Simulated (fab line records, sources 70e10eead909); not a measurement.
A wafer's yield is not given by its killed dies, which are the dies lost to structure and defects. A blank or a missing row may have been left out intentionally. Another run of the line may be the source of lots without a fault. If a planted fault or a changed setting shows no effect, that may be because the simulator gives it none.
Chamber matching / flow nandHarc / NHARC_A_M1_DESCUM_14 on rieDiel-09 has 4 sister chambers
The step chemistry O2, time 3 s. 8 wafers are shown with their chamber, then 12 later ones without.

== WAFERS, EACH WITH ITS CHAMBER ==
wafer=L081.4; chamber=0; drypumpMotorCurrentA (A)=5.3; oesProductAu (a.u.)=0.995
wafer=L086.2; chamber=0; drypumpMotorCurrentA (A)=5.3; oesProductAu (a.u.)=1.004
wafer=L086.3; chamber=1; drypumpMotorCurrentA (A)=6.6; oesProductAu (a.u.)=0.992
wafer=L089.1; chamber=2; drypumpMotorCurrentA (A)=6.2; oesProductAu (a.u.)=0.999
wafer=L089.5; chamber=3; drypumpMotorCurrentA (A)=5.5; oesProductAu (a.u.)=1.015
wafer=L090.1; chamber=2; drypumpMotorCurrentA (A)=6.2; oesProductAu (a.u.)=0.969
wafer=L090.3; chamber=1; drypumpMotorCurrentA (A)=6.5; oesProductAu (a.u.)=0.993
wafer=L090.6; chamber=3; drypumpMotorCurrentA (A)=5.5; oesProductAu (a.u.)=1.008

== WAFERS MISSING THEIR CHAMBER ==
wafer=L092.1; drypumpMotorCurrentA (A)=5.5; oesProductAu (a.u.)=1.002
wafer=L092.4; drypumpMotorCurrentA (A)=6.6; oesProductAu (a.u.)=0.994
wafer=L092.6; drypumpMotorCurrentA (A)=6.6; oesProductAu (a.u.)=1.003
wafer=L092.2; drypumpMotorCurrentA (A)=6.2; oesProductAu (a.u.)=0.976
wafer=L092.3; drypumpMotorCurrentA (A)=5.3; oesProductAu (a.u.)=0.973
wafer=L092.5; drypumpMotorCurrentA (A)=6.2; oesProductAu (a.u.)=0.967
wafer=L096.3; drypumpMotorCurrentA (A)=5.3; oesProductAu (a.u.)=0.987
wafer=L096.5; drypumpMotorCurrentA (A)=6.2; oesProductAu (a.u.)=0.992
wafer=L096.6; drypumpMotorCurrentA (A)=5.5; oesProductAu (a.u.)=1.003
wafer=L097.1; drypumpMotorCurrentA (A)=5.5; oesProductAu (a.u.)=1.003
wafer=L097.2; drypumpMotorCurrentA (A)=6.5; oesProductAu (a.u.)=1.000
wafer=L097.6; drypumpMotorCurrentA (A)=5.5; oesProductAu (a.u.)=1.008

== WHICH CHAMBER EACH WENT THROUGH ==
wafer=L092.1; from the rows above=3; in truth=3
wafer=L092.4; from the rows above=1; in truth=1
wafer=L092.6; from the rows above=1; in truth=1
wafer=L092.2; from the rows above=2; in truth=2
wafer=L092.3; from the rows above=0; in truth=0
wafer=L092.5; from the rows above=2; in truth=2
wafer=L096.3; from the rows above=0; in truth=0
wafer=L096.5; from the rows above=2; in truth=2
wafer=L096.6; from the rows above=3; in truth=3
wafer=L097.1; from the rows above=3; in truth=3
wafer=L097.2; from the rows above=1; in truth=1
wafer=L097.6; from the rows above=3; in truth=3
12 of 12 placed correctly. Number that these rows cannot place: 0. Wrongly placed: 0.
How it was worked out, from the rows above alone: a wafer's distance from a chamber is the root of the sum, over the readings, of the square of ((its reading less the chamber's mean) divided by the reading's scatter). If the next closest chamber is less than 2 further off than the closest, the wafer can't be placed; otherwise it belongs to the closest. A chamber's mean is the mean of its shown wafers. How the scatter is found: for the shown wafers, subtract from each reading the mean of its chamber, square and add these, divide the total by (wafers less chambers), then take the root.
